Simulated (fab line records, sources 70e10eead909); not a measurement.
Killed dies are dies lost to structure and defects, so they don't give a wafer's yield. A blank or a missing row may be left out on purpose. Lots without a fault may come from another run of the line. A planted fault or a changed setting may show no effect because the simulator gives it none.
Which tool did it? | flow nand_harc | 6 lots, 18 wafers sampled, at 1 step of a route of 1302

WHAT THE GAUGES READ, wafer by wafer
NHARC_P_CONTACT_INSPECT_27.
lot  | measured     | on                | raw_defect_count
L466 | day 6 13:53  | defect_inspect-02 | 335 199 275
L467 | day 7 02:53  | defect_inspect-01 | 218 325 200
L474 | day 10 05:37 | defect_inspect-02 | 186 305 428
L480 | day 12 17:44 | defect_inspect-01 | 224 371 176
L483 | day 14 02:07 | defect_inspect-01 | 170 273 226
L485 | day 14 19:05 | defect_inspect-01 | 187 235 151

WHICH TOOL RAN EACH LOT (tool, then ch and the chambers of the sampled wafers, then the start)
The record holds no process step before these readings.

THE ANSWER, worked out from the rows above alone
Rule: what is usual is taken from the lots themselves. Put in order of their means at a reading, lots are off if they are a third of the lots or fewer, leave a main group of 4 or more, and stand apart from it by a gap of 3 or more times the standard deviation of the main group's means; of several such gaps the widest counts. A main group whose means are all the same, to the digits that the tables above print for the reading, isn't used. A lot without any number at a reading at which 4 lots or more have one is off too. The other lots that the step has rows for count as sound.
No lot is off at any reading shown: from this, nothing can be told.

WHAT THE SIMULATOR HAD PUT IN
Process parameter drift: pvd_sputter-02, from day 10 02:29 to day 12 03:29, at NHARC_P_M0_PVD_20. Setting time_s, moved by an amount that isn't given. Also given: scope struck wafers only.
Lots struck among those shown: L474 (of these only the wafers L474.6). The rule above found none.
